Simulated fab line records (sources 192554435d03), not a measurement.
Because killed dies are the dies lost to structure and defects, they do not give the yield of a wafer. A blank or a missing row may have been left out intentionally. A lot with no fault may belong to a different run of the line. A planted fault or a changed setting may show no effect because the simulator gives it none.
fab line records	flow n5_finfet
record: lots: 9	wafers: 27	last_day: 17
route steps=1938 shown HKMG_FIN@402 BEOL_M4@1111
lots that met no fault: from a run of the same line without faults
start_h: start of the lot's first displayed wafer, in hours after the record's first day	wait_h: time in hours since the lot's previous step	" repeats the value in the row above	L1.1+2: a single row standing in for several wafers	- value missing, or start not given	* or withheld: withheld	< > ~ a bound
route shown NAME@n: a module of which the file shows steps, and the number in the route of the first	usual: the fault-free wafers' mean and standard deviation	same: alike in all rows	chamber/n: place in a boat	sites: readings site by site	_std_site: how widely they spread, as a standard deviation	_edge_site: outer sites' mean less inner sites'	radius_mm: for every site, how far away it sits from the centre of the wafer	mask NAME#n: copy n	behind: the last tool/chamber to shape the wafer	hold: reason for holding the lot/hours on hold/outcome of the hold	device: which transistor (n, p or np) failed to switch	end of line: the tests these same wafers got at the end of their route	a step with no rows: only its recipe	killed: not the wafer's yield, but the dies lost to structure and defects at the first sort	map: per-die view of a wafer (x killed, . not killed, _ where there is no die)
set.NAME: the setting that was run; set.NAME@STEP: the one run at that earlier step	model.NAME: the simulator's own value behind a step, which no gauge read
route steps across a sampled set of lots; one table per step, one row per wafer
services: from which hour (start_h, from the record's first day; less than 0 if before it) a tool's chamber was out of use, for how many hours, and why
== steps ==
step: N5_HKMG_FIN_ETCH_54
recipe: chemistry: CF4	target: SiARC	target_depth_a: 455	mask_material: CAR-ArF	time_s: 75.8	ion_energy_ev: 80	pressure_mtorr: 40	source_w: 545	bias_w: 36	Ar_flow_sccm: 100	cf4_flow_sccm: 100	ends: cleared
usual: drypump_motor_current_A: 5.7/0.53	etch_rf_on_time_s: 75.0/1.9	oes_product_au: 0.67/0.076	rf_fwd_power_W: 538.7/2.2	rf_vpp_V: 184.5/1.1	showerhead_plenum_p_Torr: 2.18/0.068	throttle_valve_pct: 15.57/0.18
lot.wafer	tool	chamber	start_h	wait_h	drypump_motor_current_A	etch_rf_on_time_s	oes_product_au	rf_fwd_power_W	rf_hours_counter_h	rf_vpp_V	showerhead_plenum_p_Torr	throttle_valve_pct
L384.1	rie_diel-01	3	70.05	0.0	6.6	74.3	0.62	539.2	215	185.5	2.20	15.74
L384.3	"	0	"	"	6.3	77.4	0.67	539.2	83	186.0	2.24	15.38
L384.6	"	0	"	"	6.3	77.9	0.68	538.7	-	185.4	2.24	15.37
L388.2	rie_diel-03	3	97.72	0.0	6.0	72.8	0.73	538.4	75	182.9	2.08	15.55
L388.4	"	0	"	"	5.2	76.0	0.82	538.9	5	185.6	2.18	15.20
L388.5	"	0	"	"	5.2	76.1	0.81	540.4	-	185.8	2.18	15.23
L389.1	rie_diel-03	3	104.51	0.0	5.9	72.9	0.72	538.3	78	184.1	2.08	15.55
L389.3	"	0	"	"	5.2	75.2	0.81	537.0	8	185.3	2.18	15.24
L389.4	"	2	"	"	5.0	73.4	0.74	533.9	49	184.6	2.19	15.75
L390.2	rie_diel-03	3	109.09	0.0	5.9	73.9	0.72	535.8	79	182.2	2.08	15.55
L390.4	"	2	"	"	5.0	73.4	0.73	535.4	50	185.1	2.18	15.78
L390.5	"	3	"	"	5.9	73.6	0.72	537.1	-	183.6	2.08	15.55
L393.1	rie_diel-01	1	125.73	0.0	5.7	75.0	0.58	540.6	233	183.3	2.05	15.62
L393.5	"	2	"	"	5.2	72.8	0.77	541.2	-	185.9	2.27	15.37
L393.6	"	3	"	"	6.6	74.4	0.61	539.7	-	184.9	2.20	15.78
L402.3	rie_diel-06	1	184.30	0.0	6.6	74.5	0.62	540.9	206	184.6	2.20	15.63
L402.4	"	0	"	"	5.7	75.3	0.59	539.0	221	184.1	2.21	15.71
L402.6	"	3	"	"	5.4	76.6	0.82	537.6	-	184.2	2.27	15.39
L403.3	rie_diel-03	1	194.76	0.0	5.5	73.1	0.62	534.9	186	184.5	2.21	15.69
L403.4	"	0	"	"	5.2	88.8	0.69	539.7	33	185.3	2.17	15.29
L403.6	"	1	"	"	5.5	73.2	0.62	535.8	-	185.0	2.21	15.67
L404.1	rie_diel-03	2	197.95	0.0	5.0	74.9	0.70	533.6	77	183.7	2.18	15.81
L404.5	"	1	"	"	5.5	73.5	0.62	537.6	-	184.5	2.21	15.67
L404.6	"	0	"	"	5.2	88.9	0.69	537.4	-	184.5	2.17	15.29
L405.2	rie_diel-01	1	202.34	0.0	5.7	76.2	0.56	539.3	257	183.0	2.04	15.66
L405.4	"	2	"	"	5.2	73.5	0.73	540.6	-	184.7	2.26	15.41
L405.6	"	1	"	"	5.8	75.6	0.56	540.7	-	183.0	2.04	15.68
step: N5_HKMG_FIN_ETCH_58
recipe: chemistry: N2/H2	target: SOC	target_depth_a: 2158	ion_energy_ev: 50	bias_w: 13	time_s: 741	pressure_mtorr: 30	source_w: 875	n2_flow_sccm: 200	h2_flow_sccm: 200
usual: drypump_motor_current_A: 5.7/0.53	oes_product_au: 0.79/0.089	rf_fwd_power_W: 873.8/2.4	rf_vpp_V: 99.3/0.98	showerhead_plenum_p_Torr: 2.59/0.093	throttle_valve_pct: 17.74/0.21
lot.wafer	tool	chamber	start_h	wait_h	drypump_motor_current_A	oes_product_au	rf_fwd_power_W	rf_hours_counter_h	rf_vpp_V	showerhead_plenum_p_Torr	throttle_valve_pct
L384.1	rie_diel-01	3	70.32	0.0	6.6	0.73	871.1	216	99.2	2.62	17.91
L384.3	"	0	"	"	6.3	0.80	878.1	84	99.9	2.67	17.50
L384.6	"	0	"	"	6.3	0.80	876.3	-	100.2	2.67	17.51
L388.2	rie_diel-03	3	97.99	0.0	6.0	0.85	867.4	76	98.3	2.45	17.56
L388.4	"	0	"	"	5.2	0.96	876.5	6	99.0	2.60	17.45
L388.5	"	0	"	"	5.2	0.96	874.6	-	99.0	2.60	17.47
L389.1	rie_diel-03	3	104.78	0.0	6.0	0.84	875.0	78	97.8	2.45	17.58
L389.3	"	0	"	"	5.2	0.95	876.8	8	100.1	2.60	17.46
L389.4	"	2	"	"	5.0	0.86	874.1	49	97.9	2.60	18.11
L390.2	rie_diel-03	3	109.36	0.0	6.0	0.85	877.8	80	98.3	2.45	17.57
L390.4	"	2	"	"	5.0	0.85	871.1	51	99.4	2.60	18.12
L390.5	"	3	"	"	6.0	0.84	877.8	-	96.5	2.45	17.58
L393.1	rie_diel-01	1	126.00	0.0	5.8	0.68	872.5	233	97.8	2.38	17.46
L393.5	"	2	"	"	5.2	0.90	877.1	-	99.7	2.72	17.68
L393.6	"	3	"	"	6.6	0.71	871.2	-	99.8	2.61	17.94
L402.3	rie_diel-06	1	184.57	0.0	6.6	0.72	874.7	207	98.4	2.62	17.72
L402.4	"	0	"	"	5.8	0.69	873.2	221	99.5	2.62	17.83
L402.6	"	3	"	"	5.4	0.94	873.3	-	100.0	2.70	17.53
L403.3	rie_diel-03	1	195.02	0.0	5.5	0.73	872.2	186	98.0	2.63	17.86
L403.4	"	0	"	"	5.2	0.88	872.4	34	98.1	2.59	17.51
L403.6	"	1	"	"	5.5	0.73	873.6	-	99.1	2.63	17.85
L404.1	rie_diel-03	2	198.22	0.0	5.0	0.82	869.4	77	99.2	2.59	18.16
L404.5	"	1	"	"	5.5	0.73	872.7	-	99.5	2.63	17.85
L404.6	"	0	"	"	5.2	0.88	876.4	-	99.8	2.59	17.52
L405.2	rie_diel-01	1	202.61	0.0	5.8	0.66	871.3	257	99.8	2.38	17.51
L405.4	"	2	"	"	5.2	0.86	867.9	-	100.7	2.71	17.71
L405.6	"	1	"	"	5.8	0.67	872.3	-	96.3	2.37	17.50
step: N5_HKMG_FIN_ALD_36
recipe: material: TiN	target_thk_a: 10	temp_c: 400	ald_precursor_family: TiCl4	ald_co_reactant: NH3	pulse_time_s: 1	purge_time_s: 3	co_reactant_purge_time_s: 2	co_reactant_pulse_time_s: 2	ald_cycles: 47	pressure_torr: 3
usual: heater_power_w: 868/88	precursor_pulse_height_rel: 1.002/0.019
lot.wafer	tool	chamber	start_h	wait_h	heater_power_w	precursor_pulse_height_rel
L384.1	ald_metal-01	3	72.14	0.0	797	1.011
L384.3	"	0	"	"	884	1.043
L384.6	"	2	"	"	760	1.006
L388.2	ald_metal-02	1	99.81	0.0	784	1.013
L388.4	"	0	"	"	932	1.047
L388.5	"	1	"	"	788	0.985
L389.1	ald_metal-01	0	106.79	0.0	868	0.997
L389.3	"	3	"	"	772	1.039
L389.4	"	1	"	"	761	0.998
L390.2	ald_metal-04	0	111.77	0.0	843	1.019
L390.4	"	1	"	"	915	1.011
L390.5	"	0	"	"	839	1.015
L393.1	ald_metal-01	1	127.88	0.0	768	1.018
L393.5	"	1	"	"	780	0.991
L393.6	"	2	"	"	769	0.952
L402.3	ald_metal-01	3	187.35	0.0	798	1.012
L402.4	"	1	"	"	774	0.998
L402.6	"	3	"	"	779	1.006
L403.3	ald_metal-01	2	196.86	0.0	757	1.025
L403.4	"	1	"	"	756	1.028
L403.6	"	0	"	"	886	1.015
L404.1	ald_metal-02	3	200.26	0.0	1063	0.995
L404.5	"	2	"	"	914	1.007
L404.6	"	0	"	"	917	1.014
L405.2	ald_metal-01	2	204.56	0.0	762	0.993
L405.4	"	0	"	"	891	1.052
L405.6	"	2	"	"	735	1.015
step: N5_HKMG_FIN_THK_MEAS_70
recipe: thk_meas_gauge: xrf	reads: HfO2_of_HKMG_FIN_HK_ALD_01
usual: HK_THK: 1.594/0.019
lot.wafer	tool	chamber	start_h	wait_h	HK_THK[nm]
L384.1	film_metro-02	-	72.42	0.2	1.620
L384.3	"	-	"	"	1.581
L384.6	"	-	"	"	1.623
L388.2	film_metro-01	-	100.09	0.2	1.605
L388.4	"	-	"	"	1.581
L388.5	"	-	"	"	1.604
L389.1	film_metro-01	-	107.07	0.2	1.603
L389.3	"	-	"	"	1.617
L389.4	"	-	"	"	1.607
L390.2	film_metro-01	-	112.05	0.2	1.585
L390.4	"	-	"	"	1.579
L390.5	"	-	"	"	1.584
L393.1	film_metro-01	-	128.16	0.2	1.594
L393.5	"	-	"	"	1.572
L393.6	"	-	"	"	1.596
L402.3	film_metro-01	-	187.63	0.2	1.594
L402.4	"	-	"	"	1.583
L402.6	"	-	"	"	1.597
L403.3	film_metro-02	-	197.14	0.2	1.650
L403.4	"	-	"	"	1.575
L403.6	"	-	"	"	1.618
L404.1	film_metro-01	-	200.54	0.2	1.619
L404.5	"	-	"	"	1.597
L404.6	"	-	"	"	1.589
L405.2	film_metro-01	-	204.84	0.2	1.598
L405.4	"	-	"	"	1.597
L405.6	"	-	"	"	1.589
step: N5_BEOL_M4_RC_MEAS_101
usual: DIBL_N: 35.7/1.5	DIBL_P: 35.7/2	IOFF_N: 0.155/0.026	IOFF_P: 0.20/0.031	ION_N: 675/11	ION_P: 462/7.1	SS_N: 71.3/0.57	SS_P: 73.1/0.56	VT_N: 250/3	VT_P: -251/3
lot.wafer	tool	chamber	start_h	wait_h	DIBL_N[mV/V]	DIBL_P[mV/V]	IOFF_N[nA/um]	IOFF_P[nA/um]	ION_N[uA/um]	ION_P[uA/um]	SS_N[mV/dec]	SS_P[mV/dec]	VT_N[mV]	VT_P[mV]
L384.1	prober-02	0	175.87	0.0	36.7	36.3	0.153	0.21	667	459	71.6	72.7	251	-252
L384.3	"	0	"	"	37.2	36.8	0.171	0.23	673	459	71.7	73.6	250	-249
L384.6	"	0	"	"	35.3	34.4	0.142	0.18	666	461	71.2	72.6	252	-251
L389.1	prober-01	0	198.41	0.0	32.8	32.8	0.124	0.17	669	460	71.5	72.4	251	-251
L389.3	"	0	"	"	30.9	30.8	0.101	0.14	638	444	69.9	71.8	256	-255
L389.4	"	0	"	"	34.8	34.6	0.152	0.19	676	460	71.7	72.7	247	-252
L388.2	prober-02	0	199.05	0.2	36.1	34.7	0.165	0.21	674	460	72.0	72.9	248	-251
L388.4	"	0	"	"	37.1	34.5	0.181	0.20	694	468	72.9	73.0	248	-252
L388.5	"	0	"	"	35.4	32.9	0.140	0.18	678	464	71.3	72.6	251	-252
L390.2	prober-01	0	216.71	0.2	36.2	37.5	0.178	0.24	685	470	71.6	72.9	246	-247
L390.4	"	0	"	"	37.4	38.2	0.200	0.24	684	469	71.5	73.6	245	-246
L390.5	"	0	"	"	35.3	36.8	0.169	0.22	686	475	70.8	72.9	247	-250
L393.1	prober-01	0	224.64	0.0	34.8	33.6	0.122	0.17	652	450	71.1	73.1	255	-256
L393.5	"	0	"	"	36.7	35.2	0.161	0.18	677	459	71.2	73.7	248	-256
L393.6	"	0	"	"	36.9	35.2	0.152	0.19	675	450	71.0	72.9	253	-256
L403.3	prober-01	0	286.34	0.3	34.8	33.1	0.112	0.18	654	458	71.0	72.4	255	-251
L403.4	"	0	"	"	36.9	36.3	0.160	0.23	682	474	71.2	73.0	248	-247
L403.6	"	0	"	"	36.3	35.8	0.146	0.22	679	468	71.5	72.6	250	-249
L402.3	prober-02	0	293.25	0.3	33.4	34.3	0.121	0.14	668	450	71.4	72.9	253	-256
L402.4	"	0	"	"	34.1	34.8	0.133	0.15	677	455	71.6	72.9	250	-257
L402.6	"	0	"	"	34.6	35.3	0.136	0.15	677	456	71.7	72.8	250	-258
L404.1	prober-01	0	305.37	0.0	34.4	34.9	0.137	0.18	666	456	71.0	72.7	251	-253
L404.5	"	0	"	"	33.9	34.4	0.128	0.18	659	456	71.1	72.4	252	-255
L404.6	"	0	"	"	36.7	37.3	0.166	0.21	675	459	71.2	73.2	250	-253
L405.2	prober-02	0	312.09	0.2	31.0	29.9	0.093	0.14	657	459	69.6	71.6	255	-254
L405.4	"	0	"	"	36.2	35.2	0.162	0.20	678	460	71.8	73.4	248	-250
L405.6	"	0	"	"	37.6	38.5	0.201	0.26	679	464	71.5	73.3	249	-248
== services ==
tool	chamber	start_h	hours	kind
ald_metal-01	-	51.62	1.9	repair
rie_diel-03	0	59.05	-	clean
rie_diel-03	0	59.05	-	consumable_replace:focus_ring
rie_diel-03	0	59.05	20.3	scheduled_down
rie_diel-03	0	59.05	20.3	vent_cycle
rie_diel-01	1	66.24	16.2	repair
rie_diel-06	0	95.43	9.2	repair
rie_diel-01	0	107.19	29.5	repair
ald_metal-04	-	112.02	2.8	pm
ald_metal-04	-	121.59	1.1	repair
rie_diel-06	3	136.50	-	clean
ald_metal-01	-	138.82	1.0	repair
ald_metal-01	0	143.84	7.9	repair
rie_diel-06	2	169.03	5.1	repair
rie_diel-01	3	172.08	16.0	repair
rie_diel-01	1	175.77	9.0	repair
rie_diel-06	-	183.10	0.2	repair
rie_diel-03	3	184.82	4.3	repair
ald_metal-02	1	186.68	37.3	repair
rie_diel-01	3	188.14	-	clean
rie_diel-01	3	188.14	-	consumable_replace:focus_ring
rie_diel-01	3	188.14	25.6	scheduled_down
rie_diel-01	3	188.14	25.6	vent_cycle
ald_metal-01	1	197.34	11.4	repair
== key ==
first_sign: step: N5_HKMG_FIN_ETCH_54	reading: etch_rf_on_time_s	direction: up	sigmas: 7.5	usual: *	struck: *
effect none on later readings
met_at N5_HKMG_FIN_ETCH_54
struck_lots L403,L404
struck_wafers L403.4,L404.6
not_acting_at N5_HKMG_FIN_ETCH_58,N5_HKMG_FIN_ALD_36,N5_HKMG_FIN_THK_MEAS_70
onset_between 104.51 194.76
fault: kind: process_parameter_drift	tool: rie_diel-03	chamber: 0	onset_h: 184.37	steps: N5_HKMG_FIN_ETCH_54	channel: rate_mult	offset: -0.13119	shape: step	end_h: 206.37
